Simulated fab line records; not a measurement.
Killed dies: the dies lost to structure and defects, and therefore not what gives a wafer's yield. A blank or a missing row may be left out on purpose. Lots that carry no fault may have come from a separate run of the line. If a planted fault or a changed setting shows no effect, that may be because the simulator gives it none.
Problem report, 8D (eight disciplines) form, completed by code -- flow n5-finfet -- the parts of the form that need people (team, actions taken, sign-off) are left out

== 1. WHAT WENT WRONG ==
Wafers without a fault read 249.97 C, standard deviation 0.18; plate-temp-C at N5_BEOL_M0_SAQP_COAT_81 reads a mean of 245.80 C on 6 wafers belonging to 2 lots. Relative to the usual mean, that is a shift of -23 standard deviations.
The step: time 60 s, resist thk 100 nm.
Seen first at day 10 09:10 on litho-track-04, wafer L920.3. At this step, 30 wafers from 10 lots have a number in the record. Rule for "out", or "out of limits": more than 4 standard deviations from the usual mean. All remaining wafers that have a number are taken as sound.

== 2. WHAT IT IS, AND WHAT IT ISN'T ==
question,is,is not
which readings at this step,"plate-temp-C, heater-power-total-W",resist-line-temp-C
which lots,"L920, L921","L903, L905, L906, L908, L910, L911, L914, L918"
which wafers of those lots,all that have a number,-
read on which tools,litho-track-04,"litho-track-01, litho-track-02"
when,from day 10 09:10,up to then (24 sound wafers)

== 3. WHAT RULES OUT EACH SUSPECT ==
Counting: any tool at a process step up to the reading is kept as a suspect provided that every lot that is out went through it and no sound lot did after the first of them.
- litho-track-04 at N5_BEOL_M0_SAQP_COAT_81 (time 60 s, resist thk 100 nm): kept. It processed each lot that is out, first L920 at day 10 09:10, and no sound lot thereafter; up to then, the last sound lot it processed was L918 at day 9 17:11. On those wafers its own readings are out: heater-power-total-W, plate-temp-C.
After counting, what remains is litho-track-04 at N5_BEOL_M0_SAQP_COAT_81.

== 4. THE CAUSE (what the simulator had put in) ==
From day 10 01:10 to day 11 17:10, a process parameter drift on litho-track-04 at N5_BEOL_M0_SAQP_COAT_81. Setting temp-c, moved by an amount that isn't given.
This tool alone remained once counting was done.

== 5. THE CHAIN OF EFFECTS, in route order ==
Rows list readings where the struck wafers' mean (over those with a number) sits beyond 3 standard deviations from the usual. Only readings whose record carries a usual standard deviation are examined. hours: median over the lots of the time between each lot's start at the first step of this table that gives one and its start at this step. sigmas: the change, counted in usual standard deviations.
hours,step,reading,usual,on struck wafers,change,sigmas
0,N5_BEOL_M0_SAQP_COAT_81,heater-power-total-W,500.3 W,490.5,-9.8,-5.8
0,N5_BEOL_M0_SAQP_COAT_81,plate-temp-C,249.97 C,245.80,-4.17,-23
Its process steps:
- N5_BEOL_M0_SAQP_COAT_81: time 60 s, resist thk 100 nm.
Later measuring or inspecting steps at which every struck wafer that the step has a row for has a number for every such reading, and none has moved that far: N5_BEOL_M0_SAQP_OVL_MEAS_15, N5_BEOL_M4_RC_MEAS_101.

== 6. WHAT WOULD HAVE CAUGHT IT SOONER ==
8 hours passed between the start of the fault at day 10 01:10 and the first reading out of limits in this record, taken at day 10 09:10.
